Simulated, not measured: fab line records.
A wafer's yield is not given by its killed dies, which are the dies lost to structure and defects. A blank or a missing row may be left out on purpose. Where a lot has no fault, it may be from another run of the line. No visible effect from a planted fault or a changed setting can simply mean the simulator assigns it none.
Matching of chambers + flow n5Finfet + aldSin-04 running N5_FIN_SAQP_SPACER1_ALD_24: 4 sister chambers
The step deposits SiO2, target thk 20.3 nm, pulse time 1 s, purge time 2 s. 8 wafers are shown with their chamber, then 8 later ones without.

== EACH WAFER AND ITS CHAMBER ==
| wafer  | chamber | heaterPowerW (W) | precursorPulseHeightRel |
|--------|---------|------------------|-------------------------|
| L079.3 | 3       | 535              | 0.980                   |
| L079.6 | 1       | 413              | 1.015                   |
| L081.1 | 0       | 498              | 1.023                   |
| L081.6 | 1       | 438              | 1.001                   |
| L085.2 | 2       | 500              | 0.972                   |
| L085.3 | 0       | 507              | 1.010                   |
| L085.4 | 3       | 532              | 1.012                   |
| L092.1 | 2       | 495              | 1.033                   |

== WAFERS WHOSE CHAMBER IS MISSING ==
| wafer  | heaterPowerW (W) | precursorPulseHeightRel |
|--------|------------------|-------------------------|
| L092.2 | 527              | 1.007                   |
| L092.5 | 428              | 1.007                   |
| L096.1 | 511              | 1.008                   |
| L096.2 | 430              | 0.999                   |
| L096.3 | 488              | 0.978                   |
| L096.4 | 491              | 0.972                   |
| L096.5 | 439              | 1.024                   |
| L096.6 | 516              | 0.986                   |

== WHICH CHAMBER EACH WENT THROUGH ==
| wafer  | from the rows above          | in truth |
|--------|------------------------------|----------|
| L092.2 | can't be placed: 3 or 0      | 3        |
| L092.5 | 1                            | 1        |
| L096.1 | can't be placed: 0 or 2 or 3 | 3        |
| L096.2 | 1                            | 1        |
| L096.3 | can't be placed: 2 or 0      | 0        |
| L096.4 | can't be placed: 2 or 0      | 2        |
| L096.5 | 1                            | 1        |
| L096.6 | can't be placed: 0 or 3 or 2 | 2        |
3 of 8 placed correctly. Can't be placed from these rows: 5 (the true chamber is among the candidates in 5). Wrongly placed: 0.
How it was worked out, from the rows above alone: a wafer's distance from a chamber is the root of the sum, over the readings, of the square of ((its reading less the chamber's mean) divided by the reading's scatter). If the next closest chamber is less than 2 further off than the closest, the wafer can't be placed; otherwise it belongs to the closest. A chamber's mean is the mean of its shown wafers. The scatter: take each reading less its chamber's mean, square it, sum over the shown wafers, divide by the number of wafers less the number of chambers, and take the root.
